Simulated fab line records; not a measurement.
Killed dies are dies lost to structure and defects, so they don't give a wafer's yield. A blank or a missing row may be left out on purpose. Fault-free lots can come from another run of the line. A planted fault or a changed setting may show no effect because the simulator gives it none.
Matching of chambers ; flow nand-harc ; NHARC_P_M0_DEP_32 on pecvd-04: 3 sister chambers
The step deposits SiCN, target thk 30 nm. 20 wafers are shown with their chamber, then 10 later ones without.

## WAFERS, EACH WITH ITS CHAMBER
wafer;chamber;heater-power-w (W);chamber-pressure-Torr (Torr)
L075.3;2;491;3.004
L075.4;0;670;2.991
L075.5;1;585;2.996
L077.2;2;527;2.999
L077.4;1;648;3.005
L077.5;0;592;2.995
L079.1;2;598;2.993
L079.2;0;659;3.001
L079.4;2;598;2.992
L082.1;2;529;3.005
L082.4;2;531;3.000
L082.5;1;659;2.995
L086.1;2;619;3.012
L086.3;1;655;2.995
L086.6;2;615;3.001
L087.3;0;669;3.000
L087.4;0;673;2.997
L087.6;1;644;2.998
L094.3;1;714;3.003
L094.4;2;607;3.000

SIGNATURES, as means of the wafers listed above
reading;chamber 0;chamber 1;chamber 2;scatter within a chamber
heater-power-w;652.60;650.83;568.33;43.2
chamber-pressure-Torr;2.99680;2.99867;3.00067;0.00517
Rule: for a wafer and a chamber, the distance is found by dividing, reading by reading, the gap between the wafer's reading and the chamber's mean by the reading's scatter, squaring, summing and taking the root. If the next closest chamber is less than 2 further off than the closest, the wafer can't be placed; otherwise it belongs to the closest. How the scatter is found: for the shown wafers, subtract from each reading the mean of its chamber, square and add these, divide the total by (wafers less chambers), then take the root.

## WAFERS WITHOUT THEIR CHAMBER
wafer;heater-power-w (W);chamber-pressure-Torr (Torr)
L094.6;665;2.993
L095.2;623;3.000
L095.4;614;2.997
L095.6;691;3.005
L096.3;621;2.996
L096.4;629;2.999
L096.6;618;3.007
L097.2;600;2.990
L097.3;611;3.001
L097.5;615;2.999

## THE CHAMBER EACH PASSED THROUGH
wafer;from the rows above;in truth
L094.6;can't be placed: 0 or 1 or 2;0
L095.2;can't be placed: 1 or 0 or 2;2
L095.4;can't be placed: 0 or 1 or 2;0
L095.6;can't be placed: 1 or 0 or 2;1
L096.3;can't be placed: 0 or 1 or 2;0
L096.4;can't be placed: 1 or 0 or 2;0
L096.6;can't be placed: 2 or 1 or 0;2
L097.2;can't be placed: 0 or 1 or 2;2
L097.3;can't be placed: 2 or 1 or 0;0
L097.5;can't be placed: 1 or 0 or 2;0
0 of 10 placed correctly. Cannot be placed on the basis of these rows: 10; the candidates contain the true chamber in 10. 0 placed wrongly.
